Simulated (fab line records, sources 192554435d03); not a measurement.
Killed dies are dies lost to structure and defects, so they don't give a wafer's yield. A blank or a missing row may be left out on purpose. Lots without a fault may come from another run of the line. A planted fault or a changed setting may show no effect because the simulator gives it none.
Chamber matching | flow n5_finfet | N5_BEOL_M10_ALD_74 on ald_metal-01: 4 sister chambers
The step deposits TaN, target thk 2 nm, pulse time 2 s, purge time 3 s. 4 wafers are shown with their chamber, then 7 later ones without.

WAFERS WITH THEIR CHAMBER
wafer  | chamber | heater_power_w (W)
L622.4 | 0       | 439
L628.5 | 2       | 474
L636.1 | 1       | 429
L636.2 | 3       | 386

WAFERS WITHOUT THEIR CHAMBER
wafer  | heater_power_w (W)
L636.5 | 467
L639.1 | 469
L639.4 | 393
L639.5 | 440
L640.1 | 468
L640.2 | 431
L640.6 | 439

WHICH CHAMBER EACH WENT THROUGH
wafer  | from the rows above     | in truth
L636.5 | 2                       | 2
L639.1 | 2                       | 2
L639.4 | 3                       | 3
L639.5 | 0                       | 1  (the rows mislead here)
L640.1 | 2                       | 2
L640.2 | can't be placed: 1 or 0 | 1
L640.6 | 0                       | 0
Placed correctly: 5 of 7. Can't be placed from these rows: 1 (the true chamber is among the candidates in 1). Placed wrongly: 1.
How it was worked out, from the rows above alone: a wafer's distance from a chamber is the root of the sum, over the readings, of the square of ((its reading less the chamber's mean) divided by the reading's scatter). The wafer belongs to the nearest chamber; if the next one is less than 2 further off, it can't be placed. A chamber's mean is the mean of its shown wafers. The scatter: with one shown wafer a chamber, the root of the mean of the squares of how far each hidden wafer lies from its nearest shown one.
